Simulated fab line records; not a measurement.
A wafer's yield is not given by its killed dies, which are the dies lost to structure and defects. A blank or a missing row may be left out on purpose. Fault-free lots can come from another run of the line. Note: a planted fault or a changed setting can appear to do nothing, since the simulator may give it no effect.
Which of the tools did it? ; flow nand harc ; 18 wafers from 6 lots sampled at 2 of the route's 1159 steps

## WHAT THE GAUGES READ, wafer by wafer
NHARC_A_ONON_D1_THK_MEAS_34: measures by ellipsometry.
lot;measured;on;thk nm (nm)
L492;day 8 21:28;film metro-02;199.6 203.5 200.9
L499;day 10 11:47;film metro-02;291.7 294.0 292.9 291.5 292.0 293.5
L502;day 11 10:46;film metro-02;283.7 286.2 291.4 287.8 286.4 291.8
L505;day 11 18:01;film metro-02;200.8 199.3 199.7
L511;day 13 06:40;film metro-01;197.1 200.2 199.3
L513;day 14 05:21;film metro-01;200.4 199.1 204.0

## WHAT TOOL EACH LOT RAN ON (gives the tool, then ch and the chambers of the sampled wafers, and finally the start)
lot;NHARC_A_ONON_D1_DEP_33
L492;pecvd-02 ch 0,2, day 8 21:08
L499;pecvd-01 ch 0,1,2, day 10 11:30
L502;pecvd-01 ch 0,1,2, day 11 10:24
L505;pecvd-03 ch 0,1,2, day 11 17:43
L511;pecvd-02 ch 0,1,2, day 13 06:17
L513;pecvd-03 ch 0,2, day 14 04:56
- NHARC_A_ONON_D1_DEP_33: deposits SiO2, target thk 200 nm.

## THE ANSWER, worked out from the rows above alone
Rule: what is usual is taken from the lots themselves. The widest of any qualifying gaps counts: lots, ordered by their means at a reading, are off when they make up no more than a third of the lots, leave a main group of 4 or more, and stand apart from it by 3 or more times the standard deviation of that group's means. Not used: any main group whose means are identical at the precision the tables above print for the reading. Also off: a lot with no number at a reading for which 4 or more lots have one. The other lots that the step has rows for count as sound.
Off: L499, L502, at NHARC_A_ONON_D1_THK_MEAS_34 (thk nm). The main group has a mean of 200.3 nm with a standard deviation of 1.
If a tool, at a process step before that reading, ran all the lots that are off and no sound lot after the first of them, it fits. The gauges at NHARC_A_ONON_D1_THK_MEAS_34 are tried like those tools. One candidate fits, namely pecvd-01 at NHARC_A_ONON_D1_DEP_33. It ran no sound lot before its first lot that is off in this sample, so the start can't be narrowed down.

## WHAT THE SIMULATOR HAD INSERTED
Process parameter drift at NHARC_A_ONON_D1_DEP_33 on pecvd-01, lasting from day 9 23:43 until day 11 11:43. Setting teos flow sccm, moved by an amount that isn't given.
Lots struck among those shown: L499, L502. The same result came from the rule above.
